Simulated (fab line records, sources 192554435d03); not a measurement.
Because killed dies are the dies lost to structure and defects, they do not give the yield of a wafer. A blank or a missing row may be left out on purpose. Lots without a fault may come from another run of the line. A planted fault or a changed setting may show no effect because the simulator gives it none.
Struck lot and sound lot, side by side | flow n5 finfet | 35 out of 1938 route steps
Sound: the wafers L789.4, L789.5, L789.6. Wafers L800.1, L800.3, L800.4 were the ones struck. At the end, the cause is stated.
For every step that has rows: the tool of each side, followed by ch and its chambers, followed by its first start. Under that, the readings that differ: sound wafers | struck wafers | difference of the means | sigmas: that difference in standard deviations of wafers without a fault.
alike: same words and numbers on both sides, and readings whose means sit less than 2 such deviations apart. not compared: any withheld reading, any reading some wafer has no value for, any bound like >300 that may hide the same value, and any number with overlapping values for which the record gives no deviation.
Wherever a step has rows on one side only, a row that says differs or no value, or a row with sigmas, the two part there. When numbers do not overlap yet have no deviation, they are printed without sigmas and do not part them. A reading missing from all wafers of one side parts the sides only when that side holds two or more wafers.

first, 12 steps without rows for these wafers: N5_SD_EPI_P_STRIP_38 (strips in N2/H2); N5_SD_EPI_P_ETCHBACK_46 (etches SiNx in CH3F/O2, stops on SiO2, target depth 17.5 nm); N5_SD_EPI_P_ETCH_47 (etches SiOCN in CH3F/O2, target depth 25 nm); N5_SD_EPI_P_ETCH_16 (etches SiO2 in CHF3/O2, target depth 5 nm); N5_SD_EPI_P_STRIP_50 (strips in CHF3/O2); N5_SD_EPI_P_SD_RECESS_17 (chemistry HBr/Cl2/O2, target depth 39.1 nm, bt time 3 s); N5_SD_EPI_P_WET_ETCH_45 (etches SiO2 in dHF, time 10.7 s, target depth 2 nm, rinse time 30 s); N5_SD_EPI_P_STRIP_40 (strips in N2/H2); N5_SD_EPI_P_PRECLEAN_52 (cleans in O3/DIW, time 60 s); N5_SD_EPI_P_SRD_20 (time 30 s); N5_SD_EPI_P_PRECLEAN_51 (cleans in NF3:NH3, afs cycles 1, time 20 s, sublimation time 60 s); N5_SD_EPI_P_VAPOR_ETCH_44 (etches SiGe30 in NF3/Ar, time 3.3 s).
N5_SD_EPI_P_EPI_21: deposits SiGe:B, time 355 s.
  sound on epi rpcvd-02 ch 0, day 4 01:06; struck on epi rpcvd-02 ch 0, day 6 20:16
  reading                                     | sound                | struck               | difference | sigmas
  susceptor temp C (C)                        | 550.49 550.23 550.06 | 549.13 548.75 548.87 | -1.34      | -5
  model.SiGe-B_of_SD_EPI_P_EPI_21.thk nm (nm) | 61.6 61.8 61.4       | 58.8 57.8 57.8       | -3.5       |
then, 20 steps without rows for these wafers: N5_SD_EPI_P_HM_STRIP_48 (strips SiNx in H3PO4, material SiNx, target depth 3 nm); N5_SD_EPI_P_SRD_49 (time 30 s); N5_SD_EPI_P_PRECLEAN_24 (cleans in O3/DIW, time 45 s); N5_SD_EPI_P_PRECLEAN_32 (cleans in dHF, time 10 s); N5_SD_EPI_P_PRECLEAN_33 (cleans in SC2, time 45 s); N5_SD_EPI_P_SRD_25 (time 30 s); N5_SD_ACTIVATION_RTA_00 (time 0 s); N5_SD_ACTIVATION_LSA_01 (time 0.0008 s); N5_ILD0_LINER_00 (material SiNx, target thk 4 nm, pulse time 1 s, purge time 2 s); N5_ILD0_FCVD_FILL_01 (material SiO2 flowable, target thk 200 nm, time 328.3 s); N5_ILD0_CURE_02 (time 1800 s); N5_ILD0_CMP_03 (polishes, stops on SiNx, t overpolish 1.9 s, target thk 197.38 nm); N5_ILD0_CMP_07 (polishes SiO2 flowable, stops on poly-Si, t overpolish 1.18 s, target thk 138.88 nm); N5_ILD0_PRECLEAN_10 (cleans in NF3:NH3, afs cycles 5, time 20 s, sublimation time 60 s); N5_ILD0_ALD_15 (deposits SiNx, target thk 24 nm, pulse time 1 s, ald cycles 480); N5_ILD0_CMP_12 (polishes SiNx, stops on poly-Si, t overpolish 6 s, target thk 17.67 nm); N5_SDB_HM_DEP_00 (deposits SiNx from SiH4/NH3/N2, target thk 40 nm, time 35.3 s); N5_SDB_COAT_03 (time 60 s, resist thk 100 nm); N5_SDB_COAT_04 (time 60 s, resist thk 18 nm); N5_SDB_COAT_05 (resist thk 90 nm).
N5_MOL_CONTACT_COAG_ETCH_110: etches Si in CF4/O2, target depth 2.5 nm, time 8 s.
  sound on rie diel-06 ch 2,3, day 5 12:23; struck on rie diel-04 ch 0,2,3, day 8 05:28
  reading                                     | sound          | struck     | difference | sigmas
  model.SiGe-B_of_SD_EPI_P_EPI_21.thk nm (nm) | 58.6 58.8 58.6 | 56 55.2 55 | -3         |
  alike: drypump motor current A, mfc ar sccm, oes_o_777_au, oes product au, rf vpp V, showerhead plenum p Torr, throttle valve pct
  not compared: rf hours counter h
-- a jump in the record: the struck wafers' starts before and after are 3 days apart (it breaks off in module MOL_CONTACT_COAG and resumes in module BEOL_M4, where the first step shown is number 1111 of the route) --
N5_BEOL_M4_RC_MEAS_101:
  sound on prober-02 ch 0, day 8 19:16; struck on prober-02 ch 0, day 11 04:02
  reading   | sound          | struck         | difference | sigmas
  VT_P (mV) | -256 -258 -254 | -249 -252 -245 | +7         | +2
  alike: DIBL_N, DIBL_P, IOFF_N, IOFF_P, ION_N, ION_P, SS_N, SS_P, VT_N

WHERE THEY PART
At N5_SD_EPI_P_EPI_21 first; at N5_BEOL_M4_RC_MEAS_101 last (within this record only).

WHY: what had been put in by the simulator
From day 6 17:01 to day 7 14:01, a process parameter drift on epi rpcvd-02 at N5_SD_EPI_P_EPI_21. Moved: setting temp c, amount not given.
